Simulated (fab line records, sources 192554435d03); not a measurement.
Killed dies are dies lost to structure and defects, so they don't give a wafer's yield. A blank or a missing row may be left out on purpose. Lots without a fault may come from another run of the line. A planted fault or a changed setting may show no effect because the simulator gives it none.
One fault seen from 2 desks | flow n5_finfet | each desk has only its own numbers; what lay behind them comes last

THE TOOL OWNER'S DESK: rie_diel-04
The tool's own readings at N5_SD_EPI_N_ETCH_35 (etches SOC in N2/H2, overetch 108 nm, time 486 s): means of the sampled wafers that have a number, for each lot that ran on this tool. A lot is out of limits, marked OUT, if its mean lies more than 4 standard deviations from the usual mean; the brackets give that distance.
Columns: A = drypump_motor_current_A at N5_SD_EPI_N_ETCH_35, usual 5.5 A; B = oes_product_au at N5_SD_EPI_N_ETCH_35, usual 0.68 a.u.; C = rf_vpp_V at N5_SD_EPI_N_ETCH_35, usual 240.6 V; D = showerhead_plenum_p_Torr at N5_SD_EPI_N_ETCH_35, usual 2.53 Torr; E = throttle_valve_pct at N5_SD_EPI_N_ETCH_35, usual 23.9 %
lot  | first seen here | A   | B    | C     | D    | E
L862 | day 3 01:16     | 5.3 | 0.66 | 241.2 | 2.56 | 24.1
L877 | day 6 21:20     | 5.7 | 0.63 | 240.0 | 2.55 | 24.1
L878 | day 7 00:13     | 5.7 | 0.64 | 240.1 | 2.55 | 24.1
L881 | day 7 18:55     | 5.7 | 0.64 | 240.2 | 2.55 | 24.1
This desk's finding: nothing out of limits on any of the 4 lots.

THE METROLOGY DESK
What the gauges read, lot by lot, whatever tool the lot ran on: means of the sampled wafers that have a number. A lot is out of limits, marked OUT, if its mean lies more than 4 standard deviations from the usual mean; the brackets give that distance. Of its 10 readings 7 are shown: those that lie furthest out on some lot.
Columns: A = IOFF_N at N5_BEOL_M4_RC_MEAS_101, usual 0.152 nA/um; B = IOFF_P at N5_BEOL_M4_RC_MEAS_101, usual 0.21 nA/um; C = ION_P at N5_BEOL_M4_RC_MEAS_101, usual 462 uA/um; D = SS_N at N5_BEOL_M4_RC_MEAS_101, usual 71.5 mV/dec; E = SS_P at N5_BEOL_M4_RC_MEAS_101, usual 73.2 mV/dec; F = VT_N at N5_BEOL_M4_RC_MEAS_101, usual 250 mV; G = VT_P at N5_BEOL_M4_RC_MEAS_101, usual -250 mV
lot  | first seen here | A     | B    | C   | D    | E    | F   | G
L862 | day 8 03:52     | 0.154 | 0.22 | 464 | 71.8 | 72.9 | 250 | -248
L877 | day 11 22:06    | 0.137 | 0.20 | 462 | 71.2 | 72.9 | 252 | -250
L878 | day 12 00:11    | 0.170 | 0.24 | 467 | 72.2 | 72.9 | 248 | -247
L879 | day 12 21:13    | 0.175 | 0.22 | 461 | 71.3 | 73.7 | 247 | -248
L881 | day 12 21:59    | 0.144 | 0.22 | 466 | 70.9 | 73.3 | 253 | -252
This desk's finding: nothing out of limits on any of the 5 lots.

PUT TOGETHER
The tool owner's desk saw nothing out of limits.
The metrology desk saw nothing out of limits.

WHAT THE SIMULATOR HAD PUT IN
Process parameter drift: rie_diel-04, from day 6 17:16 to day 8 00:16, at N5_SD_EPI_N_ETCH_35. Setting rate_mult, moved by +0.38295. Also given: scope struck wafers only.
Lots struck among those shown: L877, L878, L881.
